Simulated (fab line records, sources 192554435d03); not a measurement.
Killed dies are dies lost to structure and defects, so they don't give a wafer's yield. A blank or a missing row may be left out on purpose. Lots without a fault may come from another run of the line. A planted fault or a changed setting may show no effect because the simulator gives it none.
Which tool did it? | flow n5_finfet | 14 lots, 42 wafers sampled, at 2 steps of a route of 1938

WHAT THE GAUGES READ, wafer by wafer
N5_BEOL_M13_CD_MEAS_28: target cd 209.5 nm. Usual: cd_nm 209.6 nm, standard deviation 1.1.
lot  | measured     | on        | cd_nm (nm)        | flag
L175 | day 10 19:38 | cd_sem-01 | 209.9 208.6 210.4 |
L176 | day 11 03:01 | cd_sem-02 | 210.6 210.2 209.1 |
L178 | day 11 11:31 | cd_sem-02 | 209.2 208.5 209.7 |
L179 | day 11 14:38 | cd_sem-02 | 209.1 209.4 208.0 |
L180 | day 12 02:50 | cd_sem-01 | 209.6 209.4 209.9 |
L181 | day 12 10:11 | cd_sem-02 | 209.8 207.9 208.6 |
L183 | day 12 21:46 | cd_sem-03 | 211.1 211.1 209.7 |
L182 | day 12 23:44 | cd_sem-02 | 210.9 208.5 210.3 |
L184 | day 13 18:50 | cd_sem-02 | 210.0 209.3 208.2 |
L185 | day 13 23:20 | cd_sem-02 | 209.8 208.9 208.2 |
L194 | day 15 15:29 | cd_sem-01 | 320.0 210.5 209.7 | OFF
L195 | day 16 18:51 | cd_sem-02 | 208.5 315.2 210.2 | OFF
L196 | day 17 03:05 | cd_sem-03 | 208.6 209.9 209.6 |
L197 | day 18 11:16 | cd_sem-01 | 211.3 210.1 210.4 |

WHICH TOOL RAN EACH LOT (tool, then ch and the chambers of the sampled wafers, then the start)
lot  | N5_BEOL_M13_EXPOSE_25
L175 | krf_scanner-02 ch 0, day 10 19:28
L176 | krf_scanner-02 ch 0, day 11 02:52
L178 | krf_scanner-02 ch 0, day 11 11:20
L179 | krf_scanner-02 ch 0, day 11 14:27
L180 | krf_scanner-02 ch 0, day 12 02:40
L181 | krf_scanner-01 ch 0, day 12 10:01
L183 | krf_scanner-01 ch 0, day 12 21:36
L182 | krf_scanner-02 ch 0, day 12 23:35
L184 | krf_scanner-01 ch 0, day 13 18:41
L185 | krf_scanner-02 ch 0, day 13 23:10
L194 | krf_scanner-01 ch 0, day 15 15:19
L195 | krf_scanner-01 ch 0, day 16 18:41
L196 | krf_scanner-02 ch 0, day 17 02:55
L197 | krf_scanner-02 ch 0, day 18 11:06
- N5_BEOL_M13_EXPOSE_25: exposes mask M13, target cd 210 nm.

WHAT THE TOOLS THEMSELVES READ (means of the sampled wafers that have a number; where no wafer has one, the mark that the record gives instead)
The record holds no such reading with a usual standard deviation.

THE ANSWER, worked out from the rows above alone
Rule: a lot is off if the mean of its wafers that have a number lies more than 3 standard deviations from the usual mean. A lot without any number at a reading at which 4 lots or more have one is off too. The other lots that the step has rows for count as sound. The gauges are gone through in route order, then the tools' own readings, and for those a lot's mean is taken as printed above. The first step at which some lot is off is used, and at that step the reading that is off furthest; a lot without a number counts as furthest.
Off: L194, L195, at N5_BEOL_M13_CD_MEAS_28 (cd_nm).
A tool fits if, at a process step before that reading, it ran every lot that is off, and no sound lot after the first of them. The gauges at N5_BEOL_M13_CD_MEAS_28 are tried like those tools. One fits: krf_scanner-01 at N5_BEOL_M13_EXPOSE_25. Its last sound lot is L184 (day 13 18:41), its first lot that is off L194 (day 15 15:19): a fault that began between those two fits.

WHAT THE SIMULATOR HAD PUT IN
Process parameter drift: krf_scanner-01, from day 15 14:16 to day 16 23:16, at N5_BEOL_M13_EXPOSE_25. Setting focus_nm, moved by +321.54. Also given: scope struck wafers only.
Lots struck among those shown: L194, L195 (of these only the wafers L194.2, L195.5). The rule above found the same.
